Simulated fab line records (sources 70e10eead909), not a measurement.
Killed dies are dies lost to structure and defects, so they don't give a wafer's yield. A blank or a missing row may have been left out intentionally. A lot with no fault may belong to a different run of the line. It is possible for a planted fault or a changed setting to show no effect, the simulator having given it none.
2 desks looking at one fault    flow nand_harc    each desk has only its own numbers; what lay behind them comes last

THE TOOL OWNER'S DESK: ald_hk-01
The tool's own readings at NHARC_A_CHANNEL_FILL_D1_ALD_25 (deposits SiOx, target thk 60 nm, pulse time 10 s, ald cycles 600): means of the sampled wafers that have a number, for each lot that ran on this tool. The brackets show how far a lot's mean lies from the usual mean; more than 4 standard deviations puts the lot out of limits, marked OUT.
Columns: A = heater_power_w at NHARC_A_CHANNEL_FILL_D1_ALD_25, usual 459 W; B = precursor_pulse_height_rel at NHARC_A_CHANNEL_FILL_D1_ALD_25, usual 0.999
lot   first seen here  A    B
L181  day 11 07:52     485  1.001
L183  day 12 02:40     486  0.973
L194  day 16 06:01     469  0.997
L199  day 18 16:23     460  1.009
L201  day 19 17:37     461  1.000
This desk's finding: nothing out of limits on any of the 5 lots.

THE DEFECT DESK
What the inspections along the route counted, lot by lot: means of the sampled wafers that have a number. The brackets show how far a lot's mean lies from the usual mean; more than 4 standard deviations puts the lot out of limits, marked OUT.
Columns: A = raw_defect_count at NHARC_A_CHANNEL_HOLE_D1_INSPECT_40, usual 74
lot   first seen here  A
L179  day 8 23:45      57
L181  day 9 18:04      57
L180  day 9 19:55      94
L183  day 10 10:38     40
L182  day 10 14:39     102
L184  day 11 02:38     62
L189  day 12 17:45     95
L194  day 14 17:08     54
L195  day 15 08:13     97
L199  day 17 02:23     55
L200  day 17 18:53     45
L201  day 18 03:17     57
This desk's finding: nothing out of limits on any of the 12 lots.

ALL TOGETHER
Nothing out of limits was seen by the tool owner's desk.
Nothing out of limits was seen by the defect desk.

WHAT HAD BEEN PUT IN BY THE SIMULATOR
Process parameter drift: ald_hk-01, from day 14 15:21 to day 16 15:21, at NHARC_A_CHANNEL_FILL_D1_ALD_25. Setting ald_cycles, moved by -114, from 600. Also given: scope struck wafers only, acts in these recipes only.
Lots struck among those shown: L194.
